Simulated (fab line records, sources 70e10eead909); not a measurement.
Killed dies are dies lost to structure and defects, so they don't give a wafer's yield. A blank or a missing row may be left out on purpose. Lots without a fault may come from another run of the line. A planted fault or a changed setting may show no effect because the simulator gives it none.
A struck lot beside a sound one | flow nand_harc | 15 steps out of a route of 1302
Sound: wafers L130.1, L130.3, L130.6. Struck: wafer L120.2. (L120.4, L120.6 of the same lot were not struck and are left out.) The cause comes at the end.
At each step with rows: each side's tool, then ch and its chambers, then its first start. Under that, the readings that differ: sound wafers | struck wafers | difference of the means | sigmas: that difference in standard deviations of wafers without a fault.
alike: readings whose means differ by less than 2 such deviations, and words and numbers that are the same on both sides. not compared: withheld readings, readings that some wafer has no value for, bounds like >300 that may hide the same value, and numbers for which the record gives no deviation and whose values overlap.
The two part at a step that has a row with sigmas, a row that says differs or no value, or rows on one side only. Numbers that don't overlap but have no deviation are shown without sigmas and don't part them. A reading that every wafer of one side lacks parts them only if that side has two wafers or more.

first, 7 steps without rows for these wafers: NHARC_P_BONDPAD_COAT_36 (time 65 s); NHARC_P_BONDPAD_COAT_03 (resist thk 600 nm); NHARC_P_BONDPAD_SOFTBAKE_04 (time 70 s); NHARC_P_BONDPAD_EBR_05; NHARC_P_BONDPAD_EXPOSE_06 (exposes mask P BPAD); NHARC_P_BONDPAD_PEB_07 (peb time 80 s); NHARC_P_BONDPAD_DEVELOP_08 (time 50 s).
NHARC_P_BONDPAD_CD_MEAS_09: target cd 500 nm.
  sound on cd_sem-02 ch 0, day 12 23:22; struck on cd_sem-03 ch 0, day 8 18:08
  alike: cd_nm
NHARC_P_BONDPAD_OVL_MEAS_38:
  sound on overlay-01, day 12 23:28; struck on overlay-01, day 8 18:13
  reading           | sound    | struck | difference | sigmas
  overlay_y_nm (nm) | -7 -7 -6 | 10     | +17        | +2
  alike: overlay_x_nm
then, 1 step without rows for these wafers: NHARC_P_BONDPAD_HARDBAKE_10 (time 65 s).
NHARC_P_BONDPAD_DESCUM_11: chemistry O2, time 3 s.
  sound on rie_diel-08 ch 1,2,3, day 12 23:35; struck on rie_diel-13 ch 2, day 8 18:22
  alike: drypump_motor_current_A, oes_product_au, rf_vpp_V, showerhead_plenum_p_Torr, throttle_valve_pct
  not compared: rf_hours_counter_h
NHARC_P_BONDPAD_ETCH_37: etches the open film in N2/H2, target depth 60 nm, overetch 18 nm, time 65.91 s.
  sound on rie_diel-08 ch 0,3, day 12 23:40; struck on rie_diel-13 ch 0, day 8 18:27
  alike: drypump_motor_current_A, oes_product_au, rf_vpp_V, run_length_s, showerhead_plenum_p_Torr, throttle_valve_pct
  not compared: rf_hours_counter_h
NHARC_P_BONDPAD_ETCH_12: etches the open film in CHF3/O2, target depth 200 nm, time 100 s.
  sound on rie_diel-08 ch 0,2,3, day 12 23:46; struck on rie_diel-13 ch 0, day 8 18:34
  reading          | sound             | struck | difference | sigmas
  run_length_s (s) | 120.9 121.9 121.6 | 136.7  | +15.2      | +36
  alike: drypump_motor_current_A, oes_product_au, rf_vpp_V, showerhead_plenum_p_Torr, throttle_valve_pct
  not compared: rf_hours_counter_h
NHARC_P_BONDPAD_CD_MEAS_13:
  sound on cd_sem-02, day 12 23:54; struck on cd_sem-01, day 8 18:43
  alike: cd_nm
-- the record jumps here: 18 days lie between the struck wafers' starts before and after (it left off in module P_BONDPAD and takes up again in module END, whose first step shown is number 1302 of the route) --
NHARC_END_SORT_01:
  the record has rows for the struck wafers here (prober-01 ch 0, day 26 23:02) and none for the sound ones

WHERE THEY PART
First at NHARC_P_BONDPAD_OVL_MEAS_38; last, within this record, at NHARC_END_SORT_01.

WHY: what the simulator had put in
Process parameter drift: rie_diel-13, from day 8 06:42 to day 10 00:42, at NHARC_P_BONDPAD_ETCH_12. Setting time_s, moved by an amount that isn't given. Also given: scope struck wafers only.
